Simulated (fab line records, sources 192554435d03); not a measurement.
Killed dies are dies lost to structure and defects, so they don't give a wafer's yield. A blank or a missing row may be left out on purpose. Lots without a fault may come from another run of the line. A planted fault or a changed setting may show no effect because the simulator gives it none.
One fault seen from 2 desks | flow n5_finfet | each desk has only its own numbers; what lay behind them comes last

THE TOOL OWNER'S DESK: cvd_co-02
The tool's own readings at N5_BEOL_M10_CVD_75 (deposits Co from CCTBA/H2, target thk 2 nm, time 138.9 s): means of the sampled wafers that have a number, for each lot that ran on this tool. A lot is out of limits, marked OUT, if its mean lies more than 4 standard deviations from the usual mean; the brackets give that distance.
Columns: A = run_length_s at N5_BEOL_M10_CVD_75, usual 161.5 s
lot  | first seen here | A
L951 | day 11 02:20    | 161.3
L952 | day 11 08:05    | 161.5
L956 | day 12 09:59    | 161.6
L962 | day 13 20:16    | 161.3
L967 | day 15 01:31    | 162.5
L968 | day 15 09:50    | 163.6 (+4.9) OUT
This desk's finding: out of limits on L968; first on L968, day 15 09:50 (run_length_s at N5_BEOL_M10_CVD_75). In limits: L951, L952, L956, L962, L967.

THE DEFECT DESK
What the inspections along the route counted, lot by lot: means of the sampled wafers that have a number. A lot is out of limits, marked OUT, if its mean lies more than 4 standard deviations from the usual mean; the brackets give that distance.
Columns: A = raw_defect_count at N5_BEOL_M10_INSPECT_30, usual 421
lot  | first seen here | A
L948 | day 10 02:22    | 298
L949 | day 10 15:16    | 401
L951 | day 11 00:36    | 348
L952 | day 11 04:50    | 465
L958 | day 12 01:17    | 412
L956 | day 12 08:17    | 371
L957 | day 12 17:47    | 274
L959 | day 13 03:46    | 498
L962 | day 13 18:25    | 453
L967 | day 14 23:37    | 374
L968 | day 15 07:47    | 433
This desk's finding: nothing out of limits on any of the 11 lots.

PUT TOGETHER
The tool owner's desk could have raised an alarm at day 15 09:50, on L968.
The defect desk saw nothing out of limits.
The defect desk has L968 on record, within its limits.
Of the lots named, all ran N5_BEOL_M10_CVD_75 on cvd_co-02.

WHAT THE SIMULATOR HAD PUT IN
Process parameter drift: cvd_co-02, from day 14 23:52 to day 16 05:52, at N5_BEOL_M10_CVD_75. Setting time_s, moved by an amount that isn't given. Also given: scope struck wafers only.
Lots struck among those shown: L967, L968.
Hours from the fault's start to each desk's first reading out of limits: the tool owner's desk, 10.
